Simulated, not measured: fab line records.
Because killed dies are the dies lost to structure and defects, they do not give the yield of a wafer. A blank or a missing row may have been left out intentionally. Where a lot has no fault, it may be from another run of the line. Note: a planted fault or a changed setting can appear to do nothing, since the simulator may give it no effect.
fab line records	flow n5_finfet
record: lots: 11	wafers: 33	last_day: 18
route steps=1938 shown MIM_TOP_LITHO@1848 MIM_BOT_ETCH@1867 TV_LITHO@1883 PASSIVATION@1936
lots untouched by any fault: they come from a run of this same line in which no faults occurred
start_h: hours from the record's opening day to when the first of the lot's shown wafers began	wait_h: hours elapsed since this lot's preceding step	" unchanged from the row above	L1.1+2: one row covering several wafers at once	- no value, or no start given	* or withheld: withheld	< > ~ a bound
route shown NAME@n: a module of which the file shows steps, and the number in the route of the first	usual: the fault-free wafers' mean and standard deviation	same: alike in all rows	chamber/n: place in a boat	sites: readings site by site	_std_site: the values' standard deviation	_edge_site: outer sites' mean less inner sites'	radius_mm: how far each site lies from the wafer's centre	mask NAME#n: copy n	behind: the last tool/chamber to shape the wafer	hold: cause of the lot's hold/its duration in hours/its outcome	device: the transistor (n, p or np) that didn't switch	end of line: the same wafers' tests at the end of the route	step lacking rows: just its recipe	killed: not the wafer's yield, but the dies lost to structure and defects at the first sort	map: shows each die of a wafer: x if killed, . if not, _ if none is there
set.NAME: the setting as run; set.NAME@STEP: as run at that earlier step	model.NAME: the simulator's own value behind a step, which no gauge read
route steps across a sampled set of lots; one table per step, one row per wafer
services: from which hour (start_h, from the record's first day; less than 0 if before it) a tool's chamber was out of use, for how many hours, and why
== steps ==
step: N5_MIM_TOP_LITHO_OVL_MEAS_11
recipe: points_per_wafer: 44
usual: MIM_TOP_OVL: 3/6
lot.wafer	tool	chamber	start_h	wait_h	MIM_TOP_OVL[nm]
L941.2	overlay-01	0	275.46	0.0	1
L941.3	"	0	"	"	-5
L941.6	"	0	"	"	0
L944.3	overlay-01	0	292.03	0.0	-3
L944.5	"	0	"	"	-1
L944.6	"	0	"	"	-3
L946.2	overlay-01	0	315.57	0.0	3
L946.3	"	0	"	"	5
L946.6	"	0	"	"	1
L951.1	overlay-02	0	336.51	0.0	4
L951.2	"	0	"	"	1
L951.4	"	0	"	"	6
L953.1	overlay-01	0	346.31	0.0	-10
L953.4	"	0	"	"	-3
L953.6	"	0	"	"	-7
L954.1	overlay-01	0	368.17	0.0	1
L954.4	"	0	"	"	8
L954.5	"	0	"	"	2
L958.1	overlay-01	0	372.23	0.0	8
L958.3	"	0	"	"	12
L958.5	"	0	"	"	13
L957.1	overlay-02	0	372.77	0.0	2
L957.2	"	0	"	"	2
L957.6	"	0	"	"	2
L961.1	overlay-01	0	387.19	0.0	-5
L961.5	"	0	"	"	-4
L961.6	"	0	"	"	-6
L962.1	overlay-01	0	401.76	0.0	11
L962.2	"	0	"	"	10
L962.4	"	0	"	"	13
L964.1	overlay-02	0	419.37	0.0	-3
L964.3	"	0	"	"	0
L964.5	"	0	"	"	5
step: N5_MIM_BOT_ETCH_ETCH_03
recipe: chemistry: Cl2/BCl3	target_depth_a: 120	pressure_mtorr: 8	icp_w: 800	bias_w: 100	Cl2_flow_sccm: 20	bcl3_flow_sccm: 80
usual: bcl3_flow_sccm: 80.03/0.24	bias_w: 99.96/0.28	drypump_motor_current_A: 5.8/0.41	oes_product_au: 0.77/0.11	rf_fwd_power_W: 793.2/3	throttle_valve_pct: 27.68/0.24
lot.wafer	tool	chamber	start_h	wait_h	bcl3_flow_sccm	bias_w	drypump_motor_current_A	oes_product_au	rf_fwd_power_W	rf_hours_counter_h	throttle_valve_pct
L941.2	rie_metal-01	0	276.46	0.1	79.86	99.91	6.1	0.60	796.8	117	27.87
L941.3	"	0	"	"	80.18	100.24	6.1	0.60	795.9	-	27.88
L941.6	"	0	"	"	80.04	99.79	6.1	0.60	801.5	-	27.88
L944.3	rie_metal-02	0	293.03	0.1	79.88	99.83	5.7	0.92	793.3	-	27.54
L944.5	"	1	"	"	80.31	99.76	5.1	0.69	787.8	-	28.03
L944.6	"	0	"	"	79.81	100.00	5.7	0.93	798.0	-	27.56
L946.2	rie_metal-01	1	316.66	0.1	80.28	100.02	6.0	0.69	793.3	90	27.36
L946.3	"	1	"	"	80.41	99.99	6.0	0.69	794.2	-	27.37
L946.6	"	1	"	"	80.24	99.45	5.9	0.69	794.2	-	27.37
L951.1	rie_metal-03	0	337.81	0.1	79.65	99.78	5.9	0.78	790.3	42	27.91
L951.2	"	1	"	"	79.84	100.00	6.4	0.67	796.4	94	27.60
L951.4	"	0	"	"	79.47	99.46	5.9	0.78	795.3	-	27.90
L953.1	rie_metal-01	0	347.64	0.1	80.08	99.92	6.1	0.92	797.2	3	27.57
L953.4	"	0	"	"	80.20	100.36	6.1	0.93	795.6	-	27.58
L953.6	"	1	"	"	80.04	100.01	5.9	0.68	794.1	-	27.37
L954.1	rie_metal-01	1	369.50	0.1	80.45	100.37	5.9	0.68	796.1	94	27.40
L954.4	"	0	"	"	80.03	100.04	6.1	0.93	798.0	-	27.57
L954.5	"	1	"	"	80.34	100.28	5.9	0.69	794.0	-	27.37
L958.1	rie_metal-03	0	373.49	0.1	79.72	100.03	5.9	0.77	787.5	46	27.91
L958.3	"	1	"	"	80.04	100.08	6.4	0.67	792.6	-	27.60
L958.5	"	0	"	"	80.03	100.32	5.9	0.77	789.2	-	27.90
L957.1	rie_metal-02	1	374.44	0.1	79.85	100.45	5.1	0.68	791.9	98	28.07
L957.2	"	0	"	"	80.00	99.62	5.7	0.89	790.2	14	27.55
L957.6	"	0	"	"	79.89	99.82	5.7	0.88	790.5	-	27.55
L961.1	rie_metal-02	0	388.82	0.1	79.78	100.12	5.7	0.89	797.5	15	27.56
L961.5	"	1	"	"	79.76	99.79	5.1	0.68	789.2	-	28.06
L961.6	"	0	"	"	80.09	99.57	5.7	0.88	798.8	-	27.55
L962.1	rie_metal-02	1	403.87	0.1	80.13	99.87	5.1	0.68	788.9	100	28.06
L962.2	"	0	"	"	80.13	100.44	5.7	0.88	798.5	17	27.54
L962.4	"	1	"	"	80.09	100.14	5.1	0.69	792.0	-	28.07
L964.1	rie_metal-02	0	420.58	0.1	79.85	100.48	5.7	0.88	793.7	18	27.56
L964.3	"	0	"	"	79.83	100.08	5.7	0.88	793.3	-	27.55
L964.5	"	0	"	"	79.93	99.90	5.7	0.88	795.8	-	27.56
step: N5_MIM_BOT_ETCH_ETCH_00
recipe: chemistry: Cl2/BCl3	target: TiN	target_depth_a: 455	ion_energy_ev: 150	pressure_mtorr: 10	icp_w: 1000	bias_w: 126	Cl2_flow_sccm: 53.25	bcl3_flow_sccm: 21.75	Ar_flow_sccm: 25
usual: bcl3_flow_sccm: 21.75/0.059	bias_w: 126.0/0.4	drypump_motor_current_A: 5.8/0.41	oes_product_au: 0.78/0.11	rf_fwd_power_W: 993/3	throttle_valve_pct: 22.03/0.24
lot.wafer	tool	chamber	start_h	wait_h	bcl3_flow_sccm	bias_w	drypump_motor_current_A	oes_product_au	rf_fwd_power_W	rf_hours_counter_h	throttle_valve_pct
L941.2	rie_metal-01	0	276.58	0.1	21.75	126.1	6.1	0.61	996	117	22.33
L941.3	"	0	"	"	21.75	126.6	6.1	0.61	994	-	22.34
L941.6	"	0	"	"	21.69	125.6	6.1	0.60	992	-	22.34
L944.3	rie_metal-02	0	293.13	0.1	21.81	126.4	5.7	0.93	998	-	21.74
L944.5	"	1	"	"	21.69	125.1	5.1	0.71	990	-	22.34
L944.6	"	0	"	"	21.78	126.4	5.7	0.92	993	-	21.73
L946.2	rie_metal-01	1	316.75	0.1	21.77	125.7	6.0	0.70	997	90	21.76
L946.3	"	1	"	"	21.83	125.6	6.0	0.70	995	-	21.76
L946.6	"	1	"	"	21.66	125.5	6.0	0.70	996	-	21.77
L951.1	rie_metal-03	0	337.90	0.1	21.78	125.8	5.9	0.77	994	42	22.20
L951.2	"	1	"	"	21.64	125.7	6.4	0.68	996	94	22.14
L951.4	"	0	"	"	21.80	125.5	5.9	0.78	994	-	22.21
L953.1	rie_metal-01	0	347.73	0.1	21.81	125.3	6.1	0.93	995	3	22.01
L953.4	"	0	"	"	21.79	125.7	6.1	0.92	993	-	22.00
L953.6	"	1	"	"	21.67	141.8	5.9	0.71	997	-	21.77
L954.1	rie_metal-01	1	369.59	0.1	21.75	142.2	6.0	0.71	998	94	21.74
L954.4	"	0	"	"	21.74	125.6	6.1	0.92	991	-	21.99
L954.5	"	1	"	"	21.76	142.6	6.0	0.70	995	-	21.75
L958.1	rie_metal-03	0	373.58	0.1	21.77	126.0	5.9	0.77	995	46	22.18
L958.3	"	1	"	"	21.75	126.0	6.3	0.68	992	-	22.14
L958.5	"	0	"	"	21.78	125.8	5.9	0.77	994	-	22.19
L957.1	rie_metal-02	1	374.53	0.1	21.75	126.6	5.1	0.68	993	98	22.36
L957.2	"	0	"	"	21.78	126.2	5.7	0.87	997	15	21.77
L957.6	"	0	"	"	21.76	126.3	5.7	0.88	993	-	21.77
L961.1	rie_metal-02	0	388.91	0.1	21.76	126.4	5.7	0.88	992	15	21.75
L961.5	"	1	"	"	21.89	125.8	5.1	0.69	991	-	22.36
L961.6	"	0	"	"	21.67	125.4	5.7	0.89	993	-	21.74
L962.1	rie_metal-02	1	403.96	0.1	21.83	125.1	5.1	0.68	992	100	22.39
L962.2	"	0	"	"	21.83	126.0	5.7	0.87	987	17	21.78
L962.4	"	1	"	"	21.78	125.7	5.1	0.68	995	-	22.37
L964.1	rie_metal-02	0	420.76	0.1	21.69	126.4	5.7	0.87	992	18	21.76
L964.3	"	0	"	"	21.68	125.7	5.7	0.87	994	-	21.77
L964.5	"	0	"	"	21.78	125.8	5.7	0.87	992	-	21.76
step: N5_PASSIVATION_CD_MEAS_10
recipe: target_cd_nm: 3000	landing_energy_ev: 500	detector: se_inlens
usual: cd_nm: 2999.7/2.5
lot.wafer	tool	chamber	start_h	wait_h	cd_nm
L941.2	cd_sem-02	0	277.84	-	2997.5
L941.3	"	0	"	"	2997.8
L941.6	"	0	"	"	2999.3
L944.3	cd_sem-01	0	294.25	-	3001.4
L944.5	"	0	"	"	2998.9
L944.6	"	0	"	"	3000.7
L946.2	cd_sem-01	0	320.31	-	3001.2
L946.3	"	0	"	"	2998.0
L946.6	"	0	"	"	2998.7
L951.1	cd_sem-03	0	341.09	-	3001.0
L951.2	"	0	"	"	3001.4
L951.4	"	0	"	"	3000.3
L953.1	cd_sem-03	0	349.29	-	3000.5
L953.4	"	0	"	"	2998.7
L953.6	"	0	"	"	3001.0
L954.1	cd_sem-01	0	370.68	-	3003.5
L954.4	"	0	"	"	2998.1
L954.5	"	0	"	"	3002.0
L958.1	cd_sem-01	0	375.36	-	2999.2
L958.3	"	0	"	"	3003.4
L958.5	"	0	"	"	3003.7
L957.1	cd_sem-02	0	375.75	-	3004.1
L957.2	"	0	"	"	3000.9
L957.6	"	0	"	"	3002.1
L961.1	cd_sem-03	0	390.75	-	2998.9
L961.5	"	0	"	"	2998.8
L961.6	"	0	"	"	3000.4
L962.1	cd_sem-01	0	405.36	-	3000.5
L962.2	"	0	"	"	2998.3
L962.4	"	0	"	"	2997.8
L964.1	cd_sem-01	0	423.25	-	3000.6
L964.3	"	0	"	"	2998.4
L964.5	"	0	"	"	2996.1
step: N5_PASSIVATION_PROBE_49
usual: defect_limited_yield: 91.3/1.3	killed_at_M0_to_M3: 35/9.3	killed_at_M4_up: 14/5.2	killed_at_contacts: 12/5.9	killed_at_front_end: 38/11	killed_at_other: 4/3.7	killed_dies: 103/15	killed_open: 67/12	killed_short: 34/8	sort_bin_5_function: 5.1/0.88	sort_bin_6_memory: 3.3/0.65	sort_bin_8_speed: 0.00/0.03	sort_n_pass: 1077/15	sort_yield_pct: 91.3/1.3
same: gross_dies: 1180	killed_at_back_side: 0	sort_bin_4_leakage[%]: 0
lot.wafer	tool	chamber	start_h	wait_h	defect_limited_yield[%]	killed_at_M0_to_M3	killed_at_M4_up	killed_at_contacts	killed_at_front_end	killed_at_other	killed_dies	killed_open	killed_short	sort_bin_5_function[%]	sort_bin_6_memory[%]	sort_bin_8_speed[%]	sort_n_pass	sort_yield_pct[%]
L941.2	prober-01	-	285.16	0.3	90.5	38	15	22	34	3	112	74	38	5.3	3.8	0	1068	90.5
L941.3	prober-01	-	285.21	0.4	90.7	51	16	13	27	3	110	73	37	5.3	3.6	0	1070	90.7
L941.6	prober-01	-	285.36	0.5	90.1	47	13	13	36	8	117	70	47	5.4	3.8	0	1063	90.1
L944.3	prober-02	-	302.71	0.1	91.2	40	20	13	29	2	104	71	32	4.9	3.6	0	1076	91.2
L944.5	prober-02	-	302.81	0.2	91.0	32	15	30	27	2	106	67	38	5.7	3.2	0	1074	91.0
L944.6	prober-02	-	302.86	0.3	90.0	49	13	15	41	0	118	72	45	6.4	3.2	0	1062	90.0
L951.1	prober-02	-	348.10	0.0	90.3	36	12	14	42	11	115	80	32	5.0	4.2	0	1065	90.3
L951.2	prober-02	-	348.15	0.1	90.3	39	10	10	51	4	114	65	49	5.5	3.9	0	1066	90.3
L951.4	prober-02	-	348.25	0.2	88.8	24	18	27	42	21	132	81	49	6.4	4.2	0	1048	88.8
killed by level:class
L941.2 MOL_CONTACT_COAG:geometric_particle:open=19 FIN_SAQP:geometric_particle:short=8 BEOL_M4:geometric_particle:open=7 BEOL_M0:geometric_particle:open=7 STI_FIN_REVEAL:geometric_particle:open=6 BEOL_M0_SAQP:geometric_particle:short=6 FIN_SAQP:geometric_particle:open=5 BEOL_M0_SAQP:geometric_particle:open=5
L941.3 BEOL_M1:geometric_particle:open=10 FIN_SAQP:geometric_particle:short=9 MOL_CONTACT_COAG:geometric_particle:open=9 BEOL_M0_SAQP:geometric_particle:short=9 BEOL_M3:geometric_particle:open=9 BEOL_M0_SAQP:geometric_particle:open=8 BEOL_M4:geometric_particle:open=7 BEOL_M1:geometric_particle:short=5
L941.6 MOL_CONTACT_COAG:geometric_particle:open=10 BEOL_M0_SAQP:geometric_particle:short=9 FIN_SAQP:geometric_particle:open=8 BEOL_M0_SAQP:geometric_particle:open=7 BEOL_M3:geometric_particle:open=7 BEOL_M1:geometric_particle:open=6 BEOL_M2:geometric_particle:short=6 GATE_CUT:geometric_particle:short=5
L944.3 BEOL_M4:geometric_particle:open=12 MOL_CONTACT_COAG:geometric_particle:open=11 BEOL_M2:geometric_particle:open=9 BEOL_M1:geometric_particle:short=8 BEOL_M0_SAQP:geometric_particle:open=7 FIN_SAQP:geometric_particle:open=5 STI_FIN_REVEAL:geometric_particle:open=5 BEOL_M0_SAQP:geometric_particle:short=5
L944.5 MOL_CONTACT_COAG:geometric_particle:open=19 MOL_CONTACT_COAG:geometric_particle:short=11 STI_FIN_REVEAL:geometric_particle:open=7 BEOL_M4:geometric_particle:short=7 BEOL_M0_SAQP:geometric_particle:open=6 BEOL_M2:geometric_particle:open=6 FIN_SAQP:geometric_particle:open=5 BEOL_M0:geometric_particle:open=4
L944.6 BEOL_M0_SAQP:geometric_particle:open=13 MOL_CONTACT_COAG:geometric_particle:open=12 BEOL_M0_SAQP:geometric_particle:short=12 FIN_SAQP:geometric_particle:short=11 BEOL_M3:geometric_particle:open=10 BEOL_M2:geometric_particle:open=9 DUMMY_GATE:geometric_particle:open=7 GATE_CUT:geometric_particle:open=5
L951.1 FIN_SAQP:geometric_particle:open=13 MOL_CONTACT_COAG:geometric_particle:open=13 BEOL_M1:geometric_particle:open=10 BEOL_M0_SAQP:geometric_particle:open=8 BEOL_M0_SAQP:geometric_particle:short=7 GATE_CUT:geometric_particle:open=6 BEOL_M4:geometric_particle:open=6 BEOL_M3:geometric_particle:open=5
L951.2 FIN_SAQP:geometric_particle:short=20 BEOL_M0_SAQP:geometric_particle:short=14 BEOL_M2:geometric_particle:open=9 FIN_SAQP:geometric_particle:open=8 BEOL_M0_SAQP:geometric_particle:open=8 MOL_CONTACT_COAG:geometric_particle:open=7 STI_FIN_REVEAL:geometric_particle:open=6 GATE_CUT:geometric_particle:open=5
L951.4 MOL_CONTACT_COAG:geometric_particle:open=19 FIN_SAQP:geometric_particle:open=9 MIM_TOP_ETCH:geometric_particle:short=9 GATE_CUT:geometric_particle:short=8 MOL_CONTACT_COAG:geometric_particle:short=8 GATE_CUT:geometric_particle:open=7 FIN_SAQP:geometric_particle:short=6 BEOL_M0:geometric_particle:open=6
== services ==
tool	chamber	start_h	hours	kind
rie_metal-01	0	283.23	-	clean
rie_metal-01	0	283.23	28.5	scheduled_down
rie_metal-01	0	283.23	28.5	vent_cycle
rie_metal-01	-	348.39	1.9	repair
rie_metal-01	-	360.30	5.2	repair
rie_metal-02	-	379.22	0.3	repair
rie_metal-03	1	390.53	20.3	repair
rie_metal-03	1	410.87	-	clean
rie_metal-03	1	410.87	15.7	scheduled_down
rie_metal-03	1	410.87	15.7	vent_cycle
rie_metal-02	1	411.31	2.3	repair
== key ==
first_sign: step: N5_MIM_BOT_ETCH_ETCH_00	reading: bias_w	direction: up	sigmas: 41	usual: *	struck: *
effect none on later readings
met_at N5_MIM_BOT_ETCH_ETCH_00
struck_lots L953,L954
struck_wafers L953.6,L954.1,L954.5
not_acting_at N5_MIM_TOP_LITHO_OVL_MEAS_11,N5_MIM_BOT_ETCH_ETCH_03,N5_PASSIVATION_CD_MEAS_10
onset_between 316.75 347.73
fault: kind: process_parameter_drift	tool: rie_metal-01	chamber: 1	onset_h: 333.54	steps: N5_MIM_BOT_ETCH_ETCH_00	channel: bias_w	offset: *	shape: step	end_h: 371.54	acts_in: *	stated: *
